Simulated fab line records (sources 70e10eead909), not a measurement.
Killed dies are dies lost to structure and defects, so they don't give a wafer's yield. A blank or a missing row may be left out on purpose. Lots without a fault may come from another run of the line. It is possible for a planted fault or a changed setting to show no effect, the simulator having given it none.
fab line records    flow nand_harc
record lots=7  wafers=21  last_day=33
route steps=1302 shown A_STAIRCASE@716
lots that met no fault: from a run of the same line without faults
start_h: hours from the record's first day to the start of the lot's first wafer shown    wait_h: hours from the lot's prior step to this one    " identical to the entry in the row above    L1.1+2: one row covering several wafers at once    - no value, or no start given    * or withheld: withheld    < > ~ a bound
route shown NAME@n: NAME is a module with steps in the file, n the number in the route of the first one    usual: mean/standard deviation of fault-free wafers    same: alike in all rows    chamber/n: place in a boat    sites: the reading at each site    _std_site: the standard deviation of these    _edge_site: mean of outer sites minus mean of inner sites    radius_mm: for every site, how far away it sits from the centre of the wafer    mask NAME#n: copy n    behind: the most recent tool/chamber to have shaped the wafer    hold: reason for holding the lot/hours on hold/outcome of the hold    device: the n, p or np transistor that did not switch    end of line: the tests these same wafers got at the end of their route    a step with no rows: only its recipe    killed: dies that structure and defects cost at the first sort, which is not the same as the wafer's yield    map: dies across one wafer; x = killed, . = not, _ = none there
set.NAME: the setting the step ran with; set.NAME@STEP: the setting that earlier step ran with    model.NAME: the simulator's own value behind a step, which no gauge read
lots at selected steps of the route; one table per step, one row per wafer
services: the hour from which a tool's chamber was out of use, counted from the record's first day as start_h (under 0 if before that day), plus the number of hours and why
## steps
# step NHARC_A_STAIRCASE_TRIM_202
# recipe time_s=211.2  o2_flow_sccm=500  ar_flow_sccm=0  bias_w=0  chemistry=O2
# usual drypump_motor_current_A=5.6/0.52  oes_product_au=1.002/0.0096  rf_vpp_V=57.9/0.83  showerhead_plenum_p_Torr=3.56/0.14  throttle_valve_pct=17.036/0.0096
lot.wafer  tool         chamber  start_h  wait_h  drypump_motor_current_A  oes_product_au  rf_hours_counter_h  rf_vpp_V  showerhead_plenum_p_Torr  throttle_valve_pct
L760.1     rie_diel-09  0        -        -       6.2                      0.987           30                  59.1      3.73                      17.048
L760.2     "            3        "        "       4.7                      1.009           33                  57.5      3.54                      17.024
L760.6     "            0        "        "       6.1                      0.981           -                   58.4      3.73                      17.037
L762.3     rie_diel-08  2        -        -       5.6                      1.009           24                  58.4      3.49                      17.035
L762.1     "            0        "        "       5.6                      1.003           26                  56.4      3.40                      17.040
L762.6     "            2        "        "       5.6                      1.008           -                   57.5      3.49                      17.031
L763.4     rie_diel-08  1        -        -       5.6                      0.997           21                  58.2      3.77                      17.028
L763.2     "            3        "        "       4.9                      1.020           26                  56.9      3.49                      17.016
L763.3     "            0        "        "       5.5                      0.999           26                  57.3      3.40                      17.037
L767.2     rie_diel-08  0        -        -       5.6                      1.007           38                  57.7      3.39                      17.038
L767.5     "            3        "        "       4.9                      1.011           -                   58.0      3.49                      17.038
L767.6     "            0        "        "       5.6                      1.012           -                   57.6      3.39                      17.041
L768.3     rie_diel-08  1        -        -       5.7                      0.993           40                  59.7      3.76                      17.052
L768.1     "            0        "        "       5.6                      1.007           44                  58.1      3.39                      17.035
L768.6     "            2        "        "       5.6                      0.999           -                   59.2      3.48                      17.030
L769.2     rie_diel-08  3        -        -       4.9                      1.000           42                  57.6      3.49                      17.031
L769.4     "            0        "        "       5.6                      0.998           44                  56.4      3.39                      17.044
L769.5     "            2        "        "       5.6                      1.007           -                   58.0      3.48                      17.058
L776.1     rie_diel-02  0        -        -       6.7                      1.009           1                   59.2      3.72                      17.043
L776.3     "            1        "        "       6.3                      1.000           1                   57.5      3.56                      17.042
L776.2     "            2        "        "       5.7                      1.003           1                   57.6      3.56                      17.037
# step NHARC_A_STAIRCASE_ETCH_203
# recipe target_depth_a=1000  time_s=40.5  ion_energy_ev=400  c4f8_flow_sccm=20  o2_flow_sccm=10  ar_flow_sccm=withheld  rf_w=600  bias_w=1000  chemistry=C4F8/O2
# usual oes_product_au=0.943/0.011  rf_vpp_V=897/5.2
lot.wafer  tool         chamber  start_h  wait_h  oes_product_au  rf_hours_counter_h  rf_vpp_V
L760.2     rie_diel-09  0        -        -       0.943           30                  902
L760.1     "            1        "        "       0.937           31                  894
L760.6     "            0        "        "       0.940           -                   904
L762.3     rie_diel-08  3        -        -       0.960           26                  896
L762.1     "            0        "        "       0.953           26                  891
L762.6     "            0        "        "       0.954           -                   891
L763.2     rie_diel-08  2        -        -       0.939           24                  894
L763.4     "            3        "        "       0.947           26                  896
L763.3     "            0        "        "       0.938           26                  892
L767.2     rie_diel-08  1        -        -       0.948           33                  905
L767.5     "            0        "        "       0.948           -                   893
L767.6     "            1        "        "       0.953           -                   904
L768.3     rie_diel-08  0        -        -       0.938           44                  892
L768.1     "            1        "        "       0.941           40                  902
L768.6     "            0        "        "       0.927           -                   893
L769.4     rie_diel-08  1        -        -       0.943           40                  903
L769.2     "            2        "        "       0.938           40                  893
L769.5     "            0        "        "       0.939           -                   891
L776.1     rie_diel-02  3        -        -       0.934           1                   889
L776.3     "            0        "        "       0.946           1                   902
L776.2     "            1        "        "       0.945           1                   898
# step NHARC_A_STAIRCASE_STRIP_205
# recipe power_w=1500  temp_c=250  chemistry=O2
# usual drypump_motor_current_A=5.88/0.29  heater_power_w=339/21
lot.wafer  tool             chamber  start_h  wait_h  drypump_motor_current_A  heater_power_w  rf_hours_counter_h
L760.2     plasma_asher-02  0        409.16   0.1     6.32                     338             32
L760.1     "                1        "        "       5.85                     355             32
L760.6     "                0        "        "       6.31                     344             -
L762.1     plasma_asher-01  1        449.27   0.1     5.76                     350             20
L762.3     "                1        "        "       5.74                     347             -
L762.6     "                0        "        "       5.57                     304             -
L763.2     plasma_asher-02  0        449.34   0.1     6.33                     354             3
L763.4     "                1        "        "       5.83                     344             -
L763.3     "                0        "        "       6.35                     344             -
L767.2     plasma_asher-01  0        480.54   0.1     5.55                     305             27
L767.6     "                1        "        "       5.77                     353             -
L767.5     "                0        "        "       5.57                     306             -
L768.1     plasma_asher-02  0        501.62   0.1     6.34                     357             15
L768.3     "                0        "        "       6.33                     350             -
L768.6     "                1        "        "       5.83                     341             -
L769.2     plasma_asher-01  0        501.87   0.1     5.56                     308             31
L769.4     "                0        "        "       5.55                     308             -
L769.5     "                0        "        "       5.57                     308             -
L776.2     plasma_asher-02  0        583.90   0.3     6.33                     342             34
L776.1     "                1        "        "       5.85                     346             34
L776.3     "                1        "        "       5.86                     347             -
# step NHARC_A_STAIRCASE_STRIP_206
# recipe time_s=900  temp_c=130  chemistry=SPM
# step NHARC_A_STAIRCASE_PRECLEAN_207
# recipe time_s=*  temp_c=50  bath_age_min=0  chemistry=SC1
# step NHARC_A_STAIRCASE_SRD_208
# step NHARC_A_STAIRCASE_DEHYDRATE_209
# recipe temp_c=150  time_s=120
# step NHARC_A_STAIRCASE_HMDS_210
# recipe time_s=30
# step NHARC_A_STAIRCASE_COAT_211
# recipe spin_rpm=1200
# step NHARC_A_STAIRCASE_SOFTBAKE_212
# recipe temp_c=135  time_s=170
# step NHARC_A_STAIRCASE_EBR_213
# step NHARC_A_STAIRCASE_EXPOSE_214
# recipe na=0.5  dose_mj=31.26  mask_id=STAIR_3
# usual exposure_dose_mJ_cm2=31.26/0.031  reticle_temp_C=23.02/0.096
lot.wafer  tool            chamber  start_h  wait_h  mask       exposure_dose_mJ_cm2  reticle_temp_C
L760.1     krf_scanner-02  0        410.18   -       STAIR_3#0  31.29                 22.96
L760.2     "               0        "        "       STAIR_3#0  31.24                 23.08
L760.6     "               0        "        "       STAIR_3#0  31.25                 23.15
L762.1     krf_scanner-02  0        450.36   -       STAIR_3#0  32.01                 23.09
L762.3     "               0        "        "       STAIR_3#0  32.05                 23.01
L762.6     "               0        "        "       STAIR_3#0  32.00                 23.00
L763.2     krf_scanner-04  0        450.53   -       STAIR_3#0  31.27                 22.93
L763.3     "               0        "        "       STAIR_3#0  31.30                 22.94
L763.4     "               0        "        "       STAIR_3#0  31.32                 22.96
L767.2     krf_scanner-02  0        481.63   -       STAIR_3#0  32.02                 23.20
L767.5     "               0        "        "       STAIR_3#0  32.01                 23.09
L767.6     "               0        "        "       STAIR_3#0  32.01                 23.06
L768.1     krf_scanner-04  0        502.71   -       STAIR_3#0  31.28                 22.98
L768.3     "               0        "        "       STAIR_3#0  31.23                 22.98
L768.6     "               0        "        "       STAIR_3#0  31.25                 23.22
L769.2     krf_scanner-02  0        503.02   -       STAIR_3#0  32.06                 23.02
L769.4     "               0        "        "       STAIR_3#0  32.04                 23.14
L769.5     "               0        "        "       STAIR_3#0  32.03                 23.06
L776.1     krf_scanner-01  0        584.91   -       STAIR_3#0  31.24                 23.00
L776.2     "               0        "        "       STAIR_3#0  31.20                 22.95
L776.3     "               0        "        "       STAIR_3#0  31.21                 22.93
# step NHARC_A_STAIRCASE_PEB_215
# recipe peb_temp_c=115  peb_time_s=130
## services
tool             chamber  start_h  hours  kind
rie_diel-02      -        393.86   9.0    pm
plasma_asher-02  -        396.34   1.8    repair
krf_scanner-04   -        398.58   3.4    repair
rie_diel-08      1        401.22   6.6    repair
rie_diel-08      0        401.34   -      clean
krf_scanner-01   -        411.25   0.4    repair
krf_scanner-04   -        422.69   0.4    repair
plasma_asher-02  -        426.00   9.0    pm
krf_scanner-02   -        438.00   4.0    pm
rie_diel-02      -        442.16   0.3    repair
rie_diel-09      3        451.33   8.9    repair
rie_diel-02      2        455.77   5.2    repair
rie_diel-08      0        465.72   2.6    repair
krf_scanner-01   -        484.00   4.0    pm
rie_diel-09      -        497.17   9.0    pm
krf_scanner-01   -        499.48   1.2    repair
plasma_asher-01  -        512.27   3.6    repair
plasma_asher-01  -        519.01   9.0    pm
krf_scanner-04   -        526.00   4.0    pm
rie_diel-09      1        539.60   45.0   repair
rie_diel-08      -        544.89   9.0    pm
rie_diel-08      -        569.67   0.4    repair
rie_diel-02      -        570.88   9.0    pm
krf_scanner-04   -        576.58   2.0    repair
## key
first_sign step=NHARC_A_STAIRCASE_EXPOSE_214  reading=exposure_dose_mJ_cm2  direction=up  sigmas=25  usual=31.26  struck=32.03
effect none on later readings
met_at NHARC_A_STAIRCASE_EXPOSE_214
struck_wafers L762.1,L762.3,L762.6,L767.2,L767.5,L767.6,L769.2,L769.4,L769.5
tester_left_out L762,L767,L769
onset_between 410.18 450.36
fault kind=process_parameter_drift  tool=krf_scanner-02  chamber=-  onset_h=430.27  steps=NHARC_A_STAIRCASE_EXPOSE_214  channel=dose_mj  offset=0.74811  shape=step  acts_in=these_recipes_only  stated=31.26
# tester_left_out: of these lots the tester's yield and bins aren't shown, on N5 and GAA mostly nor the transistor test; their killed dies are dies lost to structure and defects alone, not to doping, threshold or leakage, so they don't give the yield
